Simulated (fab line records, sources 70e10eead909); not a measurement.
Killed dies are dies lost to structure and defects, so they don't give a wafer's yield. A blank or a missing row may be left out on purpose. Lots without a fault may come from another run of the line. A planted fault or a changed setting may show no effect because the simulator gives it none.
fab line records | flow nand_harc
record lots=14 wafers=40 last_day=33
route steps=1302 shown P_BONDPAD@381 A_ONON_D1@444 A_CHANNEL_HOLE_D1@465 END@1302
lots that met no fault: from a run of the same line without faults
start_h: hours from the record's first day to the start of the lot's first wafer shown | wait_h: hours since the lot's step before | " the same as in the row above | L1.1+2: a row that stands for several wafers | - no value, or no start given | * or withheld: withheld | < > ~ a bound
route shown NAME@n: a module of which the file shows steps, and the number in the route of the first | usual: mean/standard deviation of fault-free wafers | same: alike in all rows | chamber/n: place in a boat | sites: the reading at each site | _std_site: their standard deviation | _edge_site: outer sites' mean less inner sites' | radius_mm: how far each site lies from the wafer's centre | mask NAME#n: copy n | behind: the tool/chamber that last shaped the wafer | hold: why the lot was held/for how many hours/how that ended | device: the transistor (n, p or np) that didn't switch | end of line: the same wafers' tests at the end of the route | a step without rows: its recipe alone | killed: dies lost to structure and defects at the first sort, not the wafer's yield | map: a wafer's dies, x killed, . not, _ none there
set.NAME: the setting as run; set.NAME@STEP: as run at that earlier step | model.NAME: the simulator's own value behind a step, which no gauge read
steps of the route over a sample of lots; a table a step, a row a wafer
services: from which hour (start_h, from the record's first day; less than 0 if before it) a tool's chamber was out of use, for how many hours, and why
## steps
# step NHARC_P_BONDPAD_THK_MEAS_20
# recipe thk_meas_gauge=xrf
# usual thk_nm=160.7/1.9
# columns lot.wafer tool chamber start_h wait_h thk_nm
L724.1 film_metro-02 - 147.69 - 162.0
L724.4 " - " " 158.7
L724.6 " - " " 159.0
L725.2 film_metro-02 - 152.73 - 161.0
L725.5 " - " " 160.6
L725.6 " - " " 161.0
L726.2 film_metro-01 - 165.89 - 163.7
L726.5 " - " " 160.9
L726.6 " - " " 164.4
L729.1 film_metro-01 - 185.89 - 162.2
L729.2 " - " " 160.3
L729.3 " - " " 159.0
L730.1 film_metro-01 - 195.02 - 159.6
L730.3 " - " " 164.7
L730.5 " - " " 162.7
L731.2 film_metro-01 - 212.48 - 159.1
L731.3 " - " " 159.0
L731.5 " - " " 162.4
L733.2 film_metro-01 - 235.55 - 162.2
L733.4 " - " " 160.5
L733.5 " - " " 162.1
L734.1 film_metro-02 - 238.96 - 159.0
L734.3 " - " " 161.7
L734.6 " - " " 162.6
L735.1 film_metro-01 - 251.61 - 160.2
L735.2 " - " " 159.2
L735.4 " - " " 163.3
L737.1 film_metro-01 - 277.11 - 157.3
L737.4 " - " " 161.7
L737.6 " - " " 159.3
L738.1 film_metro-01 - 289.28 - 161.8
L738.5 " - " " 163.6
L739.1 film_metro-01 - 295.23 - 162.0
L739.6 " - " " 158.6
L746.2 film_metro-01 - 354.71 - 163.8
L746.3 " - " " 160.1
L746.4 " - " " 161.3
L747.1 film_metro-02 - 367.25 - 159.2
L747.2 " - " " 158.5
L747.5 " - " " 155.5
# step NHARC_A_ONON_D1_DEP_28
# recipe target_thk_a=10000 n2_flow_sccm=2750 n2o_flow_sccm=2000 nh3_flow_sccm=500 sih4_flow_sccm=210 temp_c=400
# columns lot.wafer tool chamber start_h wait_h
L724.1+4+6 pecvd_onon-03 0 186.30 0.1
L725.2+5+6 pecvd_onon-03 0 194.35 0.1
L726.2+5+6 pecvd_onon-03 0 202.38 0.1
L729.1+2+3 pecvd_onon-01 0 221.48 0.1
L730.1+3+5 pecvd_onon-01 0 232.32 0.1
L731.2+3+5 pecvd_onon-02 0 247.92 0.1
L734.1+3+6 pecvd_onon-03 0 271.68 0.1
L733.2+4+5 pecvd_onon-02 0 271.78 0.1
L735.1+2+4 pecvd_onon-03 0 289.58 0.1
L737.1+4+6 pecvd_onon-03 0 317.12 0.1
L738.1+5 pecvd_onon-03 0 326.78 0.1
L739.1+6 pecvd_onon-03 0 332.06 0.1
L746.2+3+4 pecvd_onon-01 0 388.98 0.2
L747.1+2+5 pecvd_onon-02 0 403.67 0.1
# step NHARC_A_ONON_D1_THK_MEAS_30
# recipe thk_meas_gauge=ellipsometry
# usual thk_nm=1002/8.9
# columns lot.wafer tool chamber start_h wait_h thk_nm
L724.1 film_metro-01 - 186.81 - 992
L724.4 " - " " 993
L724.6 " - " " 992
L725.2 film_metro-02 - 194.80 - 991
L725.5 " - " " 991
L725.6 " - " " 993
L726.2 film_metro-02 - 202.83 - 1016
L726.5 " - " " 1016
L726.6 " - " " 1015
L729.1 film_metro-02 - 221.99 - 1010
L729.2 " - " " 1008
L729.3 " - " " 1009
L730.1 film_metro-01 - 232.84 - 994
L730.3 " - " " 996
L730.5 " - " " 995
L731.2 film_metro-01 - 248.36 - 1006
L731.3 " - " " 1006
L731.5 " - " " 1008
L734.1 film_metro-02 - 272.19 - 1007
L734.3 " - " " 1006
L734.6 " - " " 1009
L733.2 film_metro-01 - 272.25 - 1007
L733.4 " - " " 1008
L733.5 " - " " 1008
L735.1 film_metro-02 - 290.08 - 999
L735.2 " - " " 999
L735.4 " - " " 1000
L737.1 film_metro-02 - 317.64 - 1622
L737.4 " - " " 1003
L737.6 " - " " 1623
L738.1 film_metro-01 - 327.29 - 1607
L738.5 " - " " 983
L739.1 film_metro-01 - 332.57 - 1623
L739.6 " - " " 1623
L746.2 film_metro-02 - 389.43 - 1000
L746.3 " - " " 996
L746.4 " - " " 997
L747.1 film_metro-01 - 404.18 - 1006
L747.2 " - " " 1004
L747.5 " - " " 1005
# step NHARC_A_CHANNEL_HOLE_D1_DESCUM_15
# recipe time_s=3 o2_flow_sccm=200 ar_flow_sccm=0 bias_power_w=0 chemistry=O2
# usual drypump_motor_current_A=5.5/0.4 oes_product_au=0.995/0.011 rf_vpp_V=57.9/0.84 showerhead_plenum_p_Torr=1.92/0.08 throttle_valve_pct=11.312/0.0093
# columns lot.wafer tool chamber start_h wait_h drypump_motor_current_A oes_product_au rf_hours_counter_h rf_vpp_V showerhead_plenum_p_Torr throttle_valve_pct
L724.4 rie_diel-06 3 195.92 0.1 6.0 0.999 23 58.2 1.96 11.305
L724.1 " 0 " " 5.0 0.991 21 59.2 2.07 11.307
L724.6 " 3 " " 5.9 1.005 - 57.9 1.96 11.323
L725.2 rie_diel-03 0 201.93 0.1 5.2 0.987 35 59.6 1.80 11.317
L725.5 " 0 " " 5.2 0.983 - 57.9 1.80 11.316
L725.6 " 2 " " 5.4 0.968 - 58.8 1.97 11.306
L726.2 rie_diel-08 3 206.13 0.1 5.6 0.983 1 58.3 1.90 11.312
L726.6 " 1 " " 5.3 0.984 - 59.6 1.84 11.304
L726.5 " 2 " " 6.2 0.993 - 57.1 2.04 11.322
L729.2 rie_diel-08 2 225.40 0.1 6.2 0.998 1 57.3 2.04 11.292
L729.1 " 3 " " 5.6 0.995 3 57.5 1.90 11.292
L729.3 " 1 " " 5.3 0.985 2 57.6 1.84 11.310
L730.1 rie_diel-08 3 236.49 0.1 5.6 0.984 4 57.7 1.90 11.302
L730.3 " 0 " " 5.0 1.003 3 58.0 1.90 11.291
L730.5 " 3 " " 5.6 0.994 - 58.2 1.90 11.329
L731.3 rie_diel-08 3 253.35 0.1 5.6 0.986 6 58.0 1.90 11.314
L731.2 " 1 " " 5.3 0.997 4 58.1 1.84 11.319
L731.5 " 2 " " 6.3 1.013 - 57.4 2.04 11.321
L734.3 rie_diel-08 0 275.54 0.1 5.0 0.992 8 56.3 1.90 11.331
L734.1 " 2 " " 6.2 1.009 6 59.4 2.04 11.299
L734.6 " 3 " " 5.6 0.985 - 57.4 1.90 11.313
L733.4 rie_diel-06 3 277.12 0.1 5.9 0.992 49 58.2 1.96 11.295
L733.2 " 2 " " 5.4 1.012 45 56.3 1.85 11.299
L733.5 " 0 " " 5.0 0.983 - 57.9 2.06 11.309
L735.4 rie_diel-08 1 293.49 0.1 5.3 0.996 8 57.5 1.83 11.316
L735.2 " 2 " " 6.2 0.998 7 58.0 2.04 11.327
L735.1 " 3 " " 5.6 0.998 10 56.2 1.89 11.304
L737.4 rie_diel-08 2 321.17 0.1 6.2 1.003 - 58.9 2.04 11.310
L738.5 rie_diel-08 2 330.65 0.1 6.2 0.990 - 58.9 2.04 11.324
L746.4 rie_diel-08 1 396.70 0.1 5.3 0.991 1 58.0 1.83 11.326
L746.3 " 2 " " 6.2 0.982 1 57.7 2.04 11.317
L746.2 " 3 " " 5.6 0.989 1 58.1 1.89 11.309
L747.2 rie_diel-03 1 410.17 0.1 5.8 1.006 41 58.9 2.06 11.292
L747.1 " 2 " " 5.4 1.021 43 57.6 1.94 11.310
L747.5 " 3 " " 5.7 1.014 - 58.3 1.89 11.304
# step NHARC_END_SORT_01
# recipe temp_c=25
# usual killed_at_array=61/24 killed_at_other=1.2/1.3 killed_at_periphery=3.7/2.6 killed_dies=66/23 killed_open=3.3/1.8 killed_short=2.4/1.6
# same gross_dies=677
# columns lot.wafer tool chamber start_h wait_h killed_at_array killed_at_other killed_at_periphery killed_dies killed_open killed_short
L737.1 prober-01 0 703.95 2.5 668 2 7 677 4 1
L737.4 prober-01 0 706.35 3.4 53 1 7 61 3 1
L737.6 prober-01 0 707.94 4.0 673 2 2 677 3 4
L739.1 prober-02 0 709.59 2.5 671 2 4 677 4 3
L739.6 prober-02 0 713.60 4.0 674 0 3 677 3 2
L738.1 prober-01 0 716.55 2.5 668 3 6 677 1 2
L738.5 prober-01 0 719.76 3.7 44 3 2 49 3 2
# killed by level:class
L737.1 A_ONON_D1:area_dep=622 A_CHANNEL_HOLE_D1:chamber_film_flake=28 A_CHANNEL_HOLE_D2:chamber_film_flake=6 A_STAIRCASE:chamber_film_flake=4 P_CONTACT:chamber_film_flake=3 A_M0:geometric_particle:open=2 P_GATE:chamber_film_flake=2 THIN_TSV:chamber_film_flake=2
L737.4 A_CHANNEL_HOLE_D1:chamber_film_flake=31 A_STAIRCASE:chamber_film_flake=8 P_GATE:chamber_film_flake=3 A_DECK1_JOINT:chamber_film_flake=3 A_CHANNEL_HOLE_D2:chamber_film_flake=3 P_ZERO_WELL:chamber_film_flake=2 A_SLIT:chamber_film_flake=2 A_CONTACT:chamber_film_flake=2
L737.6 A_ONON_D1:area_dep=614 A_CHANNEL_HOLE_D1:chamber_film_flake=32 A_CHANNEL_HOLE_D2:chamber_film_flake=6 A_STAIRCASE:chamber_film_flake=6 A_SLIT:chamber_film_flake=4 A_CHANNEL_FILL_D2:geometric_particle:short=2 THIN_TSV:chamber_film_flake=2 A_DECK1_JOINT:chamber_film_flake=2
L739.1 A_ONON_D1:area_dep=596 A_CHANNEL_HOLE_D1:chamber_film_flake=34 A_CHANNEL_HOLE_D2:chamber_film_flake=23 A_CONTACT:chamber_film_flake=10 A_ZERO_WELL:chamber_film_flake=2 THIN_TSV:chamber_film_flake=2 P_GATE:geometric_particle:open=1 A_ONON_D2:geometric_particle:short=1
L739.6 A_ONON_D1:area_dep=591 A_CHANNEL_HOLE_D1:chamber_film_flake=37 A_CHANNEL_HOLE_D2:chamber_film_flake=25 A_CONTACT:chamber_film_flake=12 P_CONTACT:geometric_particle:open=1 A_SOURCE_PLATE:geometric_particle:open=1 A_ONON_D1:geometric_particle:short=1 A_CHANNEL_FILL_D1:geometric_particle:short=1
L738.1 A_ONON_D1:area_dep=611 A_CHANNEL_HOLE_D1:chamber_film_flake=42 A_STAIRCASE:chamber_film_flake=5 P_CONTACT:chamber_film_flake=4 A_CONTACT:chamber_film_flake=4 THIN_TSV:chamber_film_flake=3 A_SLIT:chamber_film_flake=2 A_ONON_D1:geometric_particle:open=1
L738.5 A_CHANNEL_HOLE_D1:chamber_film_flake=31 A_SLIT:chamber_film_flake=3 THIN_TSV:chamber_film_flake=3 A_SGD_CUT:chamber_film_flake=2 A_CONTACT:chamber_film_flake=2 P_CONTACT:geometric_particle:open=1 A_CHANNEL_FILL_D1:geometric_particle:short=1 A_WL_FILL:geometric_particle:short=1
## services
# columns tool chamber start_h hours kind
rie_diel-08 0 169.81 - clean
rie_diel-08 1 169.81 - clean
rie_diel-08 2 169.81 - clean
rie_diel-08 3 169.81 - clean
pecvd_onon-02 - 185.14 13.0 pm
rie_diel-08 - 190.80 9.0 pm
rie_diel-08 0 190.80 9.0 vent_cycle
rie_diel-08 1 190.80 11.8 vent_cycle
rie_diel-06 0 205.30 7.9 repair
pecvd_onon-03 - 217.45 0.2 repair
rie_diel-08 2 220.81 3.7 repair
pecvd_onon-03 - 227.42 13.0 pm
rie_diel-08 2 235.95 8.1 repair
rie_diel-06 0 266.68 1.7 repair
pecvd_onon-01 - 269.00 13.0 pm
rie_diel-03 - 281.44 9.0 pm
rie_diel-06 3 299.02 2.8 repair
rie_diel-06 - 307.39 9.0 pm
rie_diel-08 0 317.44 8.6 repair
rie_diel-03 2 346.07 1.6 repair
pecvd_onon-02 - 366.14 13.0 pm
rie_diel-08 - 367.80 9.0 pm
pecvd_onon-03 - 390.92 1.4 repair
pecvd_onon-03 - 408.42 13.0 pm
## key
first_sign step=NHARC_A_ONON_D1_THK_MEAS_30 reading=thk_nm direction=up sigmas=70 usual=1002 struck=1620
effect step=NHARC_END_SORT_01 reading=killed_dies direction=up sigmas=27 usual=66 struck=677
more_kills_born_at NHARC_A_ONON_D1_DEP_28@pecvd_onon-03=3034
met_at NHARC_A_ONON_D1_DEP_28
struck_lots L737,L738,L739
struck_wafers L737.1,L737.6,L738.1,L739.1,L739.6
later_rows_left_out L737.1,L737.6,L738.1,L739.1,L739.6
tester_left_out L737,L738,L739
not_acting_at NHARC_P_BONDPAD_THK_MEAS_20,NHARC_A_CHANNEL_HOLE_D1_DESCUM_15
onset_between 289.58 317.12
fault kind=process_parameter_drift tool=pecvd_onon-03 chamber=- onset_h=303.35 steps=NHARC_A_ONON_D1_DEP_28 channel=target_thk_a offset=* shape=step end_h=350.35 scope=struck_wafers_only acts_in=* stated=*
# tester_left_out: of these lots the tester's yield and bins aren't shown, on N5 and GAA mostly nor the transistor test; their killed dies are dies lost to structure and defects alone, not to doping, threshold or leakage, so they don't give the yield
# later_rows_left_out: the simulator's readings of these wafers behind a module that went badly wrong aren't trusted and aren't shown, but for the sort
